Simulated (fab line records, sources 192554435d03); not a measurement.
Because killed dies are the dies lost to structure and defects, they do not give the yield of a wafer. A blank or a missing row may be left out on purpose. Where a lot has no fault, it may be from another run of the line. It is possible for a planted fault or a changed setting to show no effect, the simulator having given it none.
Split-lot trial ; flow n5Finfet ; 39 wafers read across 7 lots, on a route 1938 steps long

SPLIT DETAILS
At N5_DUMMY_GATE_CVD_03 (deposits a-Si from SiH4, target thk 150 nm, time 8042 s), the setting timeS was moved away from the recipe's 8042 s on 24 of the 39 wafers read, by -42.9% to +57.8%. All remaining wafers had this setting at the recipe value.

The reading comes from the split's own step.

THE READING
a-Si_of_DUMMY_GATE_CVD_03.thkNm (the simulator's own value, which no gauge read), in nm, at N5_DUMMY_GATE_CVD_03 (deposits a-Si from SiH4, target thk 150 nm, time 8042 s). The file gives no usual value for it. The 15 wafers here that ran the recipe average 150.1 nm, standard deviation 1.5 nm.

wafer;tool, chamber at the split;timeS as run, s;against the recipe;a-Si_of_DUMMY_GATE_CVD_03.thkNm, nm;against lot-mates on the recipe
L077.1;-, -;10130;+26.0%;187;no lot-mate on the recipe
L077.6;-, -;10130;+26.0%;187;no lot-mate on the recipe
L077.2;-, -;10130;+26.0%;186;no lot-mate on the recipe
L077.3;-, -;10130;+26.0%;188.6;no lot-mate on the recipe
L077.4;-, -;10130;+26.0%;187.2;no lot-mate on the recipe
L077.5;-, -;10130;+26.0%;187.8;no lot-mate on the recipe
L088.1;-, -;12650;+57.3%;235.8;no lot-mate on the recipe
L088.2;-, -;12650;+57.3%;235.8;no lot-mate on the recipe
L088.4;-, -;12650;+57.3%;235.8;no lot-mate on the recipe
L088.6;-, -;12650;+57.3%;235.8;no lot-mate on the recipe
L088.3;-, -;12650;+57.3%;235.2;no lot-mate on the recipe
L088.5;-, -;12650;+57.3%;236.8;no lot-mate on the recipe
L089.1;-, -;8042;recipe;147.2;-
L089.2;-, -;8042;recipe;149.2;-
L089.3;-, -;8042;recipe;149.6;-
L089.4;-, -;8042;recipe;148;-
L089.5;-, -;8042;recipe;148.8;-
L089.6;-, -;8042;recipe;148.6;-
L090.1;-, -;8042;recipe;151.2;-
L090.2;-, -;8042;recipe;151.8;-
L090.3;-, -;8042;recipe;151.4;-
L090.4;-, -;8042;recipe;152;-
L090.6;-, -;8042;recipe;152;-
L090.5;-, -;8042;recipe;150.6;-
L092.1;-, -;12690;+57.8%;235.6;no lot-mate on the recipe
L092.2;-, -;12690;+57.8%;235.8;no lot-mate on the recipe
L092.3;-, -;12690;+57.8%;235.8;no lot-mate on the recipe
L092.4;-, -;12690;+57.8%;235;no lot-mate on the recipe
L092.5;-, -;12690;+57.8%;236.6;no lot-mate on the recipe
L092.6;-, -;12690;+57.8%;237.2;no lot-mate on the recipe
L093.1;-, -;4592;-42.9%;82.2;no lot-mate on the recipe
L093.2;-, -;4592;-42.9%;83.6;no lot-mate on the recipe
L093.3;-, -;4592;-42.9%;81;no lot-mate on the recipe
L093.4;-, -;4592;-42.9%;81.6;no lot-mate on the recipe
L093.5;-, -;4592;-42.9%;82.8;no lot-mate on the recipe
L093.6;-, -;4592;-42.9%;82.8;no lot-mate on the recipe
L096.3;lpcvd-02, 1/75;8042;recipe;151;-
L096.4;lpcvd-02, 1/79;8042;recipe;150;-
L096.6;lpcvd-02, 1/89;8042;recipe;150.4;-

FIT RESULTS
A straight line over all 39 wafers: a-Si_of_DUMMY_GATE_CVD_03.thkNm changes by +1.52 nm for each +1% of timeS; r = +1.00; the points scatter about the line by 1.5 nm.
Too few moved wafers with a lot-mate on the recipe to fit a line net of each lot's own level.

THE FILE'S OWN FIT
a-Si_of_DUMMY_GATE_CVD_03.thkNm changes by +1.52 nm for each +1% of timeS, r = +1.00.
